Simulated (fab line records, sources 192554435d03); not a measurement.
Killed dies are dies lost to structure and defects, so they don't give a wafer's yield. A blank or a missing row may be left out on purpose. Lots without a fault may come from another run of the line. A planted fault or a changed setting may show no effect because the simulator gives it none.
Chamber matching | flow n5_finfet | N5_BEOL_M11_CURE_71 on uv_cure-03: 3 sister chambers
The step cures SiCOH lowk, time 240 s. 6 wafers are shown with their chamber, then 7 later ones without.

WAFERS WITH THEIR CHAMBER
wafer  | chamber | wafer_temp_C_max | lamp_power_pct (%)
L083.5 | 0       | 387.0            | 52.29
L083.6 | 0       | 386.7            | 52.35
L084.3 | 1       | 388.0            | 52.35
L084.6 | 1       | 387.8            | 52.36
L088.2 | 2       | 387.2            | 52.27
L088.3 | 2       | 386.5            | 52.38

WAFERS WITHOUT THEIR CHAMBER
wafer  | wafer_temp_C_max | lamp_power_pct (%)
L088.5 | 387.4            | 52.32
L091.2 | 386.6            | 52.38
L091.4 | 386.2            | 52.23
L091.5 | 386.8            | 52.27
L096.3 | 386.5            | 52.23
L096.4 | 387.0            | 52.37
L096.5 | 387.2            | 52.31

WHICH CHAMBER EACH WENT THROUGH
wafer  | from the rows above          | in truth
L088.5 | can't be placed: 1 or 0 or 2 | 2
L091.2 | can't be placed: 2 or 0      | 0
L091.4 | can't be placed: 0 or 2      | 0
L091.5 | can't be placed: 0 or 2      | 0
L096.3 | can't be placed: 0 or 2      | 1
L096.4 | can't be placed: 2 or 0 or 1 | 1
L096.5 | can't be placed: 0 or 2 or 1 | 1
Placed correctly: 0 of 7. Can't be placed from these rows: 7 (the true chamber is among the candidates in 6). Placed wrongly: 0.
How it was worked out, from the rows above alone: a wafer's distance from a chamber is the root of the sum, over the readings, of the square of ((its reading less the chamber's mean) divided by the reading's scatter). The wafer belongs to the nearest chamber; if the next one is less than 2 further off, it can't be placed. A chamber's mean is the mean of its shown wafers. The scatter: the root of (the sum of the squares of (reading less its chamber's mean) over the shown wafers, divided by (wafers less chambers)).
